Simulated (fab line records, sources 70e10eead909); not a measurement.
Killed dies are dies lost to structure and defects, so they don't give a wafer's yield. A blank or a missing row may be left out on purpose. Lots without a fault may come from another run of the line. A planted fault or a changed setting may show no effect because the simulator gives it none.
Problem report in the 8D (eight disciplines) form, filled by code | flow nand_harc | the parts of the form that need people (team, actions taken, sign-off) are left out

1. THE PROBLEM
killed_at_periphery at NHARC_END_SORT_01 reads a mean of 73.0 on 2 wafers of 2 lots; wafers without a fault read 4.2 with a standard deviation of 2.9. That is +24 standard deviations from the usual mean.
First seen on wafer L909.3, day 32 06:43, on prober-01. The record holds 6 wafers of 2 lots with a number at this step. Rule for "out", or "out of limits": more than 4 standard deviations from the usual mean. The other wafers with a number count as sound.

2. WHAT IT IS AND WHAT IT IS NOT
question                    | is                  | is not
which readings at this step | killed_at_periphery | killed_at_array, killed_at_other, killed_open, killed_short
which lots                  | L909, L911          | -
which wafers of those lots  | L909.3, L911.3      | L909.1, L909.6, L911.1, L911.6
read on which gauges        | prober-01           | -
when                        | from day 32 06:43   | up to then (1 sound wafer); but 3 sound wafers of L909, L911 came after

3. SUSPECTS, AND WHAT RULES EACH OUT
Counting: a tool at a process step up to the reading stays a suspect if it ran every lot that is out. Sound lots after the first of them don't rule it out here, since some wafers of a struck lot are sound.
- the gauge at NHARC_END_SORT_01: kept. All the wafers that are out were read on prober-01, and no step on other tools shows them out.
- rie_diel-11 at NHARC_P_CONTACT_STRIP_28 (strips in O2): kept. It ran every lot that is out, first L909 (day 13 22:32).
- rie_diel-06 at NHARC_A_BONDPAD_ETCH_34 (etches the open film in N2/H2, target depth 60 nm, overetch 18 nm, time 65.91 s): kept. It ran every lot that is out, first L909 (day 30 22:09).
- Within rie_diel-11 at NHARC_P_CONTACT_STRIP_28: the wafers that are out ran in chamber 0; their sound lot-mates ran in chambers 1, 2, 3.
Left after counting: rie_diel-11 at NHARC_P_CONTACT_STRIP_28, rie_diel-06 at NHARC_A_BONDPAD_ETCH_34, prober-01 at NHARC_END_SORT_01.

4. THE CAUSE (what the simulator had put in)
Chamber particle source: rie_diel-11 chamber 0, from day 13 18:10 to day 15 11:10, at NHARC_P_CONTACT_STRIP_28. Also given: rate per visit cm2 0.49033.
Counting left 3 suspects, and this tool is among them.

5. THE CHAIN OF EFFECTS, in route order
Each row: a reading whose mean over the struck wafers that have a number lies more than 3 standard deviations from the usual. Only readings for which the record gives a usual standard deviation are gone through. hours: the time from each lot's start at the first step in this table that gives one to its start at this step, as a median over the lots. sigmas: the change in usual standard deviations.
hours | step              | reading             | usual | on struck wafers | change | sigmas
0     | NHARC_END_SORT_01 | killed_at_periphery | 4.2   | 73.0             | +68.8  | +24

6. WHAT WOULD HAVE CAUGHT IT SOONER
In this record the first reading out of limits at a measuring or inspecting step was taken at day 32 06:43, 445 hours after the fault began at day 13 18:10.
Of the tool readings at NHARC_P_CONTACT_STRIP_28 for which the record gives a usual standard deviation, none was out on any struck wafer, so an alarm limit of 4 standard deviations on them would not have fired.
All the lots that are out (2) had begun NHARC_P_CONTACT_STRIP_28 on rie_diel-11 by day 32 06:43. A hold on the tool at that time would have spared none of them.
